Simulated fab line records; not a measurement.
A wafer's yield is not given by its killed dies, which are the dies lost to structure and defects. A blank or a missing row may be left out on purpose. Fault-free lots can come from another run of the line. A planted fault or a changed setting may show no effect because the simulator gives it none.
Matching of chambers :: flow nand harc :: NHARC_A_CONTACT_ETCH_102 on rie diel-07: 4 sister chambers
The step etches the open film in CF4/O2, target depth 100 nm, overetch 10 nm, time 55 s. 14 wafers are shown with their chamber, then 7 later ones without.

WAFERS, EACH WITH ITS CHAMBER
wafer: L079.1
chamber: 2
showerhead plenum p Torr (Torr): 1.33
rf vpp V (V): 198.2
oes product au (a.u.): 1.001

wafer: L079.4
chamber: 1
showerhead plenum p Torr (Torr): 1.42
rf vpp V (V): 200.1
oes product au (a.u.): 0.995

wafer: L079.5
chamber: 2
showerhead plenum p Torr (Torr): 1.33
rf vpp V (V): 196.9
oes product au (a.u.): 1.008

wafer: L080.3
chamber: 0
showerhead plenum p Torr (Torr): 1.35
rf vpp V (V): 197.2
oes product au (a.u.): 0.993

wafer: L080.4
chamber: 3
showerhead plenum p Torr (Torr): 1.28
rf vpp V (V): 196.4
oes product au (a.u.): 0.991

wafer: L080.5
chamber: 1
showerhead plenum p Torr (Torr): 1.41
rf vpp V (V): 200.4
oes product au (a.u.): 1.005

wafer: L082.1
chamber: 2
showerhead plenum p Torr (Torr): 1.33
rf vpp V (V): 197.8
oes product au (a.u.): 1.022

wafer: L082.2
chamber: 3
showerhead plenum p Torr (Torr): 1.28
rf vpp V (V): 196.6
oes product au (a.u.): 0.997

wafer: L082.6
chamber: 3
showerhead plenum p Torr (Torr): 1.28
rf vpp V (V): 196.5
oes product au (a.u.): 1.002

wafer: L090.2
chamber: 0
showerhead plenum p Torr (Torr): 1.34
rf vpp V (V): 197.8
oes product au (a.u.): 1.007

wafer: L090.3
chamber: 2
showerhead plenum p Torr (Torr): 1.33
rf vpp V (V): 198.2
oes product au (a.u.): 1.005

wafer: L090.4
chamber: 3
showerhead plenum p Torr (Torr): 1.28
rf vpp V (V): 197.2
oes product au (a.u.): 0.992

wafer: L094.1
chamber: 1
showerhead plenum p Torr (Torr): 1.40
rf vpp V (V): 198.6
oes product au (a.u.): 1.010

wafer: L094.2
chamber: 0
showerhead plenum p Torr (Torr): 1.34
rf vpp V (V): 198.4
oes product au (a.u.): 1.008

SIGNATURES, as means of the wafers listed above
reading: showerhead plenum p Torr
chamber 0: 1.3433
chamber 1: 1.4100
chamber 2: 1.3300
chamber 3: 1.2800
scatter within a chamber: 0.00516

reading: rf vpp V
chamber 0: 197.800
chamber 1: 199.700
chamber 2: 197.775
chamber 3: 196.675
scatter within a chamber: 0.64

reading: oes product au
chamber 0: 1.00267
chamber 1: 1.00333
chamber 2: 1.00900
chamber 3: 0.99550
scatter within a chamber: 0.00764
Rule: for each reading, subtract the chamber's mean from the wafer's reading, divide by that reading's scatter and square the result; add these up over the readings and take the root, which gives the wafer's distance from the chamber. The wafer belongs to the nearest chamber; if the next one is less than 2 further off, it can't be placed. How the scatter is found: for the shown wafers, subtract from each reading the mean of its chamber, square and add these, divide the total by (wafers less chambers), then take the root.

WAFERS MISSING THEIR CHAMBER
wafer: L094.4
showerhead plenum p Torr (Torr): 1.34
rf vpp V (V): 197.4
oes product au (a.u.): 1.006

wafer: L095.1
showerhead plenum p Torr (Torr): 1.34
rf vpp V (V): 198.6
oes product au (a.u.): 0.996

wafer: L095.3
showerhead plenum p Torr (Torr): 1.40
rf vpp V (V): 200.4
oes product au (a.u.): 1.010

wafer: L095.5
showerhead plenum p Torr (Torr): 1.34
rf vpp V (V): 197.2
oes product au (a.u.): 1.006

wafer: L097.1
showerhead plenum p Torr (Torr): 1.40
rf vpp V (V): 199.5
oes product au (a.u.): 1.005

wafer: L097.4
showerhead plenum p Torr (Torr): 1.27
rf vpp V (V): 196.5
oes product au (a.u.): 0.996

wafer: L097.5
showerhead plenum p Torr (Torr): 1.27
rf vpp V (V): 197.6
oes product au (a.u.): 1.009

THE CHAMBER EACH PASSED THROUGH
wafer: L094.4
from the rows above: can't be placed: 0 or 2
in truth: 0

wafer: L095.1
from the rows above: can't be placed: 0 or 2
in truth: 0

wafer: L095.3
from the rows above: 1
in truth: 1

wafer: L095.5
from the rows above: can't be placed: 0 or 2
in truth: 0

wafer: L097.1
from the rows above: 1
in truth: 1

wafer: L097.4
from the rows above: 3
in truth: 3

wafer: L097.5
from the rows above: 3
in truth: 3
4 of 7 placed correctly. From these rows, 3 cannot be placed; in 3 the true chamber is one of the candidates. 0 placed wrongly.
